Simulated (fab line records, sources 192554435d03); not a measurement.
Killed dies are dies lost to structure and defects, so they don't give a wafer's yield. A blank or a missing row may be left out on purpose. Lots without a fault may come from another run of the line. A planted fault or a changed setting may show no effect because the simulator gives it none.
Which tool did it? | flow n5_finfet | 24 lots, 72 wafers sampled, at 6 steps of a route of 1938

WHAT THE GAUGES READ, wafer by wafer
The record holds no reading of a measuring or inspecting step that can be judged against a usual standard deviation.

WHICH TOOL RAN EACH LOT (tool, then ch and the chambers of the sampled wafers, then the start)
lot  | N5_BEOL_M4_ALD_98                 | N5_BEOL_M4_ETCH_70                 | N5_BEOL_M5_SPUTTER_81        | N5_BEOL_M6_HM_DEP_02         | N5_BEOL_M6_DESCUM_33               | N5_BEOL_M7_HM_DEP_02
L074 | ald_sin-04 ch 0,1,3, day 7 22:09  | rie_diel-03 ch 0,1, day 7 23:29    | pvd_sputter-03, day 8 10:38  | pvd_sputter-02, day 8 18:13  | rie_diel-02 ch 0,1, day 8 21:31    | pvd_sputter-02, day 9 04:32
L075 | ald_sin-02 ch 0,1,2, day 7 22:30  | rie_diel-05 ch 0,2, day 7 23:44    | pvd_sputter-01, day 8 13:39  | pvd_sputter-02, day 8 21:53  | rie_diel-02 ch 0,1, day 8 23:55    | pvd_sputter-02, day 9 07:23
L076 | ald_sin-04 ch 1,2,3, day 8 04:43  | rie_diel-02 ch 0,2,3, day 8 08:10  | pvd_sputter-01, day 8 22:21  | pvd_sputter-02, day 9 07:11  | rie_diel-05 ch 0,1, day 9 09:24    | pvd_sputter-03, day 9 15:37
L077 | ald_sin-02 ch 0,1,3, day 8 14:16  | rie_diel-02 ch 0,3, day 8 15:00    | pvd_sputter-01, day 9 06:08  | pvd_sputter-02, day 9 11:58  | rie_diel-02 ch 0,1,2, day 9 15:10  | pvd_sputter-01, day 9 23:47
L078 | ald_sin-02 ch 0,2, day 8 17:40    | rie_diel-03 ch 0,1,3, day 8 21:09  | pvd_sputter-01, day 9 11:40  | pvd_sputter-01, day 9 20:06  | rie_diel-02 ch 0,2, day 9 21:38    | pvd_sputter-03, day 10 05:14
L079 | ald_sin-04 ch 0,3, day 9 03:02    | rie_diel-05 ch 0,1,2, day 9 15:04  | pvd_sputter-01, day 10 04:44 | pvd_sputter-01, day 10 12:27 | rie_diel-05 ch 0,2, day 10 14:22   | pvd_sputter-02, day 10 22:54
L080 | ald_sin-01 ch 2,3, day 9 03:26    | rie_diel-02 ch 0,1, day 9 03:42    | pvd_sputter-02, day 9 18:31  | pvd_sputter-02, day 10 02:58 | rie_diel-03 ch 1,3, day 10 04:57   | pvd_sputter-02, day 10 14:58
L081 | ald_sin-04 ch 0,2,3, day 9 10:30  | rie_diel-03 ch 0,1, day 9 15:01    | pvd_sputter-02, day 10 04:40 | pvd_sputter-02, day 10 12:15 | rie_diel-03 ch 1,2, day 10 14:44   | pvd_sputter-02, day 10 23:48
L083 | ald_sin-01 ch 2,3, day 9 19:04    | rie_diel-03 ch 1,3, day 9 19:39    | pvd_sputter-03, day 10 10:53 | pvd_sputter-03, day 10 19:27 | rie_diel-02 ch 0,1,3, day 10 21:18 | pvd_sputter-03, day 11 04:24
L082 | ald_sin-02 ch 0,1,2, day 10 04:58 | rie_diel-03 ch 1,2,3, day 10 08:13 | pvd_sputter-03, day 10 22:28 | pvd_sputter-01, day 11 05:23 | rie_diel-05 ch 0,1, day 11 06:52   | pvd_sputter-03, day 11 13:16
L084 | ald_sin-02 ch 0,2,3, day 10 10:11 | rie_diel-02 ch 0,2,3, day 10 14:34 | pvd_sputter-02, day 11 05:23 | pvd_sputter-01, day 11 13:13 | rie_diel-05 ch 1,2,3, day 11 18:35 | pvd_sputter-03, day 11 22:50
L085 | ald_sin-02 ch 2,3, day 10 16:53   | rie_diel-03 ch 1,3, day 10 17:37   | pvd_sputter-02, day 11 10:24 | pvd_sputter-01, day 11 18:45 | rie_diel-05 ch 1,2, day 11 21:59   | pvd_sputter-02, day 12 05:22
L086 | ald_sin-01 ch 0,2,3, day 10 20:56 | rie_diel-05 ch 1,2,3, day 10 21:05 | pvd_sputter-02, day 11 15:17 | pvd_sputter-03, day 11 22:13 | rie_diel-05 ch 1,2,3, day 12 01:37 | pvd_sputter-01, day 12 09:30
L087 | ald_sin-04 ch 2,3, day 11 06:02   | rie_diel-03 ch 0,1,3, day 11 07:33 | pvd_sputter-01, day 11 22:13 | pvd_sputter-02, day 12 05:28 | rie_diel-05 ch 1,2,3, day 12 09:31 | pvd_sputter-02, day 12 14:01
L088 | ald_sin-04 ch 0,3, day 11 09:40   | rie_diel-02 ch 0,1,3, day 11 12:49 | pvd_sputter-01, day 12 02:38 | pvd_sputter-01, day 12 09:48 | rie_diel-05 ch 1,3, day 12 11:14   | pvd_sputter-01, day 12 19:19
L089 | ald_sin-04 ch 0,2,3, day 11 09:56 | rie_diel-03 ch 0,1,3, day 11 13:00 | pvd_sputter-03, day 12 06:57 | pvd_sputter-02, day 12 13:55 | rie_diel-03 ch 0,1,2, day 12 15:29 | pvd_sputter-01, day 12 22:26
L090 | ald_sin-04 ch 0,2,3, day 11 15:33 | rie_diel-02 ch 0,3, day 11 22:13   | pvd_sputter-01, day 12 12:28 | pvd_sputter-02, day 12 19:44 | rie_diel-02 ch 0,1,3, day 12 22:26 | pvd_sputter-03, day 13 02:43
L091 | ald_sin-02 ch 0,2,3, day 11 20:28 | rie_diel-02 ch 1,2,3, day 12 01:26 | pvd_sputter-03, day 12 16:43 | pvd_sputter-01, day 12 22:37 | rie_diel-05 ch 0,3, day 13 01:34   | pvd_sputter-01, day 13 06:02
L092 | ald_sin-01 ch 0,1, day 12 13:23   | rie_diel-05 ch 2,3, day 12 15:14   | pvd_sputter-03, day 13 05:38 | pvd_sputter-02, day 13 12:33 | rie_diel-02 ch 0,1, day 13 14:20   | pvd_sputter-01, day 13 18:44
L093 | ald_sin-01 ch 0,3, day 12 16:56   | rie_diel-05 ch 2,3, day 12 22:10   | pvd_sputter-02, day 13 13:44 | pvd_sputter-02, day 13 21:59 | rie_diel-05 ch 0,1,2, day 14 01:10 | pvd_sputter-03, day 14 05:43
L094 | ald_sin-04 ch 0,2,3, day 12 21:52 | rie_diel-05 ch 0,2, day 12 23:07   | pvd_sputter-01, day 13 11:18 | pvd_sputter-03, day 13 16:28 | rie_diel-03 ch 1,2, day 13 18:03   | pvd_sputter-03, day 13 22:35
L095 | ald_sin-02 ch 0,1,2, day 13 06:21 | rie_diel-02 ch 0,1,2, day 13 08:40 | pvd_sputter-02, day 14 02:04 | pvd_sputter-01, day 14 08:55 | rie_diel-02 ch 0,1,2, day 14 10:34 | pvd_sputter-02, day 14 17:37
L096 | ald_sin-01 ch 0,1,2, day 13 12:28 | rie_diel-02 ch 0,2,3, day 13 14:50 | pvd_sputter-01, day 14 04:59 | pvd_sputter-02, day 14 10:18 | rie_diel-02 ch 0,1,2, day 14 13:23 | pvd_sputter-01, day 14 19:55
L097 | ald_sin-01 ch 0,2,3, day 13 23:27 | rie_diel-05 ch 1,2, day 14 03:53   | pvd_sputter-03, day 14 16:31 | pvd_sputter-02, day 14 23:01 | rie_diel-05 ch 0,1, day 15 00:23   | pvd_sputter-03, day 15 06:33
- N5_BEOL_M4_ALD_98: deposits SiO2, target thk 2.5 nm, pulse time 1 s, co reactant pulse time 1 s.
- N5_BEOL_M4_ETCH_70: etches SOC in N2/H2, target depth 80 nm, overetch 24 nm, time 130 s.
- N5_BEOL_M5_SPUTTER_81: material Cu, target thk 15 nm, time 27.62 s.
- N5_BEOL_M6_HM_DEP_02: deposits TiN, target thk 20 nm.
- N5_BEOL_M6_DESCUM_33: chemistry O2, time 7 s.
- N5_BEOL_M7_HM_DEP_02: deposits TiN, target thk 20 nm.

WHAT THE TOOLS THEMSELVES READ (means of the sampled wafers that have a number; where no wafer has one, the mark that the record gives instead)
N5_BEOL_M4_ALD_98. Usual: heater_power_w 75 W, standard deviation 7.4; precursor_pulse_height_rel 0.998, standard deviation 0.021.
lot  | tool       | heater_power_w (W) | precursor_pulse_height_rel | flag
L074 | ald_sin-04 | 81                 | 0.973                      |
L075 | ald_sin-02 | 73                 | 1.009                      |
L076 | ald_sin-04 | 76                 | 1.001                      |
L077 | ald_sin-02 | 73                 | 0.987                      |
L078 | ald_sin-02 | 74                 | 1.009                      |
L079 | ald_sin-04 | 83                 | 0.979                      |
L080 | ald_sin-01 | 74                 | 0.996                      |
L081 | ald_sin-04 | 78                 | 0.994                      |
L083 | ald_sin-01 | 74                 | 0.990                      |
L082 | ald_sin-02 | 73                 | 0.992                      |
L084 | ald_sin-02 | 74                 | 1.013                      |
L085 | ald_sin-02 | 65                 | 0.985                      |
L086 | ald_sin-01 | 75                 | 0.977                      |
L087 | ald_sin-04 | 75                 | 0.989                      |
L088 | ald_sin-04 | 83                 | 1.018                      |
L089 | ald_sin-04 | 77                 | 1.003                      |
L090 | ald_sin-04 | 79                 | 1.003                      |
L091 | ald_sin-02 | 74                 | 1.020                      |
L092 | ald_sin-01 | 76                 | 1.019                      |
L093 | ald_sin-01 | 79                 | 1.022                      |
L094 | ald_sin-04 | 78                 | 1.003                      |
L095 | ald_sin-02 | 73                 | 0.995                      |
L096 | ald_sin-01 | 75                 | 1.000                      |
L097 | ald_sin-01 | 77                 | 1.010                      |

N5_BEOL_M4_ETCH_70. Usual: bias_w 150.0 W, standard deviation 0.46; drypump_motor_current_A 5.9 A, standard deviation 0.39; oes_product_au 0.58 a.u., standard deviation 0.073; rf_vpp_V 522.9 V, standard deviation 2.4; showerhead_plenum_p_Torr 2.51 Torr, standard deviation 0.084; throttle_valve_pct 17.76 %, standard deviation 0.24.
lot  | tool        | bias_w (W) | drypump_motor_current_A (A) | oes_product_au (a.u.) | rf_vpp_V (V) | showerhead_plenum_p_Torr (Torr) | throttle_valve_pct (%) | flag
L074 | rie_diel-03 | 150.3      | 6.4                         | 0.55                  | 523.2        | 2.53                            | 17.78                  |
L075 | rie_diel-05 | 149.9      | 5.7                         | 0.57                  | 524.6        | 2.57                            | 17.60                  |
L076 | rie_diel-02 | 149.9      | 6.0                         | 0.56                  | 520.4        | 2.43                            | 17.90                  |
L077 | rie_diel-02 | 150.1      | 6.1                         | 0.61                  | 520.9        | 2.42                            | 17.78                  |
L078 | rie_diel-03 | 150.4      | 6.2                         | 0.53                  | 523.7        | 2.53                            | 17.79                  |
L079 | rie_diel-05 | 149.5      | 5.5                         | 0.56                  | 524.9        | 2.57                            | 17.71                  |
L080 | rie_diel-02 | 149.7      | 6.0                         | 0.55                  | 520.5        | 2.44                            | 17.88                  |
L081 | rie_diel-03 | 150.1      | 6.3                         | 0.52                  | 523.2        | 2.51                            | 17.88                  |
L083 | rie_diel-03 | 149.8      | 6.2                         | 0.55                  | 524.1        | 2.54                            | 17.72                  |
L082 | rie_diel-03 | 150.0      | 5.9                         | 0.61                  | 523.3        | 2.52                            | 17.60                  |
L084 | rie_diel-02 | 150.3      | 6.0                         | 0.61                  | 520.4        | 2.42                            | 17.77                  |
L085 | rie_diel-03 | 149.6      | 6.1                         | 0.53                  | 523.3        | 2.53                            | 17.71                  |
L086 | rie_diel-05 | 150.4      | 5.7                         | 0.55                  | 524.5        | 2.57                            | 17.90                  |
L087 | rie_diel-03 | 150.2      | 6.2                         | 0.60                  | 522.6        | 2.52                            | 17.66                  |
L088 | rie_diel-02 | 150.1      | 5.9                         | 0.56                  | 521.9        | 2.47                            | 17.85                  |
L089 | rie_diel-03 | 150.1      | 6.2                         | 0.60                  | 522.4        | 2.52                            | 17.66                  |
L090 | rie_diel-02 | 149.9      | 6.1                         | 0.57                  | 520.4        | 2.41                            | 17.85                  |
L091 | rie_diel-02 | 150.0      | 5.7                         | 0.59                  | 524.3        | 2.52                            | 17.77                  |
L092 | rie_diel-05 | 149.8      | 6.2                         | 0.54                  | 524.1        | 2.57                            | 18.01                  |
L093 | rie_diel-05 | 150.0      | 6.2                         | 0.54                  | 524.2        | 2.57                            | 18.00                  |
L094 | rie_diel-05 | 151.0      | 5.6                         | 0.66                  | 522.8        | 2.51                            | 17.40                  |
L095 | rie_diel-02 | 150.1      | 5.9                         | 0.56                  | 522.2        | 2.47                            | 17.84                  |
L096 | rie_diel-02 | 150.1      | 6.1                         | 0.58                  | 519.9        | 2.41                            | 17.82                  |
L097 | rie_diel-05 | 150.0      | 5.4                         | 0.64                  | 523.2        | 2.51                            | 17.54                  |

N5_BEOL_M5_SPUTTER_81. Usual: throttle_valve_pct 29.9 %, standard deviation 1.2.
lot  | tool           | throttle_valve_pct (%) | flag
L074 | pvd_sputter-03 | 30.4                   |
L075 | pvd_sputter-01 | 28.6                   |
L076 | pvd_sputter-01 | 31.0                   |
L077 | pvd_sputter-01 | 30.0                   |
L078 | pvd_sputter-01 | 29.7                   |
L079 | pvd_sputter-01 | 29.2                   |
L080 | pvd_sputter-02 | 30.2                   |
L081 | pvd_sputter-02 | 30.2                   |
L083 | pvd_sputter-03 | 28.4                   |
L082 | pvd_sputter-03 | 30.3                   |
L084 | pvd_sputter-02 | 29.7                   |
L085 | pvd_sputter-02 | 30.3                   |
L086 | pvd_sputter-02 | 30.7                   |
L087 | pvd_sputter-01 | 30.2                   |
L088 | pvd_sputter-01 | 30.8                   |
L089 | pvd_sputter-03 | 30.3                   |
L090 | pvd_sputter-01 | 29.6                   |
L091 | pvd_sputter-03 | 30.3                   |
L092 | pvd_sputter-03 | 29.4                   |
L093 | pvd_sputter-02 | 30.3                   |
L094 | pvd_sputter-01 | 29.3                   |
L095 | pvd_sputter-02 | 29.6                   |
L096 | pvd_sputter-01 | 30.0                   |
L097 | pvd_sputter-03 | 29.8                   |

N5_BEOL_M6_HM_DEP_02. Usual: throttle_valve_pct 30.0 %, standard deviation 1.2.
lot  | tool           | throttle_valve_pct (%) | flag
L074 | pvd_sputter-02 | 30.6                   |
L075 | pvd_sputter-02 | 30.6                   |
L076 | pvd_sputter-02 | 29.9                   |
L077 | pvd_sputter-02 | 29.9                   |
L078 | pvd_sputter-01 | 29.0                   |
L079 | pvd_sputter-01 | 28.5                   |
L080 | pvd_sputter-02 | 29.0                   |
L081 | pvd_sputter-02 | 30.6                   |
L083 | pvd_sputter-03 | 29.4                   |
L082 | pvd_sputter-01 | 30.6                   |
L084 | pvd_sputter-01 | 29.7                   |
L085 | pvd_sputter-01 | 30.7                   |
L086 | pvd_sputter-03 | 30.3                   |
L087 | pvd_sputter-02 | 30.1                   |
L088 | pvd_sputter-01 | 30.5                   |
L089 | pvd_sputter-02 | 30.2                   |
L090 | pvd_sputter-02 | 31.1                   |
L091 | pvd_sputter-01 | 29.3                   |
L092 | pvd_sputter-02 | 30.7                   |
L093 | pvd_sputter-02 | 30.1                   |
L094 | pvd_sputter-03 | 29.5                   |
L095 | pvd_sputter-01 | 29.7                   |
L096 | pvd_sputter-02 | 30.4                   |
L097 | pvd_sputter-02 | 29.7                   |

N5_BEOL_M6_DESCUM_33. Usual: bias_power_w 20.00 W, standard deviation 0.06; drypump_motor_current_A 5.8 A, standard deviation 0.45; oes_product_au 0.79 a.u., standard deviation 0.1; rf_vpp_V 243.0 V, standard deviation 1.4; showerhead_plenum_p_Torr 2.08 Torr, standard deviation 0.083; throttle_valve_pct 20.40 %, standard deviation 0.25.
lot  | tool        | bias_power_w (W) | drypump_motor_current_A (A) | oes_product_au (a.u.) | rf_vpp_V (V) | showerhead_plenum_p_Torr (Torr) | throttle_valve_pct (%) | flag
L074 | rie_diel-02 | 19.94            | 5.7                         | 0.74                  | 242.5        | 2.08                            | 20.30                  |
L075 | rie_diel-02 | 20.03            | 6.0                         | 0.74                  | 241.7        | 1.99                            | 20.35                  |
L076 | rie_diel-05 | 20.00            | 5.3                         | 0.69                  | 244.7        | 2.17                            | 20.71                  |
L077 | rie_diel-02 | 19.99            | 5.9                         | 0.81                  | 242.0        | 2.04                            | 20.33                  |
L078 | rie_diel-02 | 19.98            | 5.9                         | 0.89                  | 242.2        | 2.01                            | 20.37                  |
L079 | rie_diel-05 | 20.03            | 5.6                         | 0.83                  | 243.7        | 2.08                            | 20.19                  |
L080 | rie_diel-03 | 20.01            | 6.0                         | 0.73                  | 243.2        | 2.07                            | 20.18                  |
L081 | rie_diel-03 | 20.03            | 5.8                         | 0.91                  | 243.3        | 2.06                            | 20.12                  |
L083 | rie_diel-02 | 19.99            | 5.9                         | 0.75                  | 241.8        | 2.03                            | 20.37                  |
L082 | rie_diel-05 | 19.99            | 5.4                         | 0.68                  | 243.5        | 2.17                            | 20.71                  |
L084 | rie_diel-05 | 19.97            | 5.7                         | 0.74                  | 243.5        | 2.11                            | 20.53                  |
L085 | rie_diel-05 | 19.98            | 5.4                         | 0.81                  | 242.6        | 2.07                            | 20.32                  |
L086 | rie_diel-05 | 20.04            | 5.7                         | 0.74                  | 243.8        | 2.11                            | 20.53                  |
L087 | rie_diel-05 | 20.03            | 5.7                         | 0.74                  | 243.5        | 2.11                            | 20.53                  |
L088 | rie_diel-05 | 20.02            | 6.1                         | 0.68                  | 243.4        | 2.15                            | 20.75                  |
L089 | rie_diel-03 | 20.04            | 6.0                         | 0.87                  | 243.3        | 2.06                            | 20.25                  |
L090 | rie_diel-02 | 19.97            | 5.9                         | 0.74                  | 242.3        | 2.02                            | 20.41                  |
L091 | rie_diel-05 | 19.99            | 6.0                         | 0.89                  | 244.3        | 2.15                            | 20.30                  |
L092 | rie_diel-02 | 19.99            | 6.0                         | 0.70                  | 241.4        | 1.98                            | 20.41                  |
L093 | rie_diel-05 | 19.97            | 5.5                         | 0.92                  | 243.0        | 2.11                            | 20.23                  |
L094 | rie_diel-03 | 19.97            | 6.0                         | 0.80                  | 243.5        | 2.06                            | 20.34                  |
L095 | rie_diel-02 | 19.96            | 5.8                         | 0.75                  | 242.6        | 2.03                            | 20.41                  |
L096 | rie_diel-02 | 19.99            | 5.9                         | 0.75                  | 243.2        | 2.03                            | 20.41                  |
L097 | rie_diel-05 | 20.07            | 5.6                         | 0.94                  | 244.2        | 2.16                            | 20.25                  |

N5_BEOL_M7_HM_DEP_02. Usual: throttle_valve_pct 29.8 %, standard deviation 1.2.
lot  | tool           | throttle_valve_pct (%) | flag
L074 | pvd_sputter-02 | 30.5                   |
L075 | pvd_sputter-02 | 30.2                   |
L076 | pvd_sputter-03 | 29.5                   |
L077 | pvd_sputter-01 | 29.4                   |
L078 | pvd_sputter-03 | 29.8                   |
L079 | pvd_sputter-02 | 29.9                   |
L080 | pvd_sputter-02 | 30.3                   |
L081 | pvd_sputter-02 | 30.6                   |
L083 | pvd_sputter-03 | 30.8                   |
L082 | pvd_sputter-03 | 29.2                   |
L084 | pvd_sputter-03 | 29.3                   |
L085 | pvd_sputter-02 | 30.1                   |
L086 | pvd_sputter-01 | 30.5                   |
L087 | pvd_sputter-02 | 30.7                   |
L088 | pvd_sputter-01 | 30.9                   |
L089 | pvd_sputter-01 | 29.5                   |
L090 | pvd_sputter-03 | 30.3                   |
L091 | pvd_sputter-01 | 28.7                   |
L092 | pvd_sputter-01 | 29.9                   |
L093 | pvd_sputter-03 | 30.0                   |
L094 | pvd_sputter-03 | 29.4                   |
L095 | pvd_sputter-02 | 30.2                   |
L096 | pvd_sputter-01 | 28.6                   |
L097 | pvd_sputter-03 | 29.4                   |

THE ANSWER, worked out from the rows above alone
Rule: a lot is off if the mean of its wafers that have a number lies more than 3 standard deviations from the usual mean. A lot without any number at a reading at which 4 lots or more have one is off too. The other lots that the step has rows for count as sound. The gauges are gone through in route order, then the tools' own readings, and for those a lot's mean is taken as printed above. The first step at which some lot is off is used, and at that step the reading that is off furthest; a lot without a number counts as furthest.
No lot is off at any reading shown: from this, nothing can be told.

WHAT THE SIMULATOR HAD PUT IN
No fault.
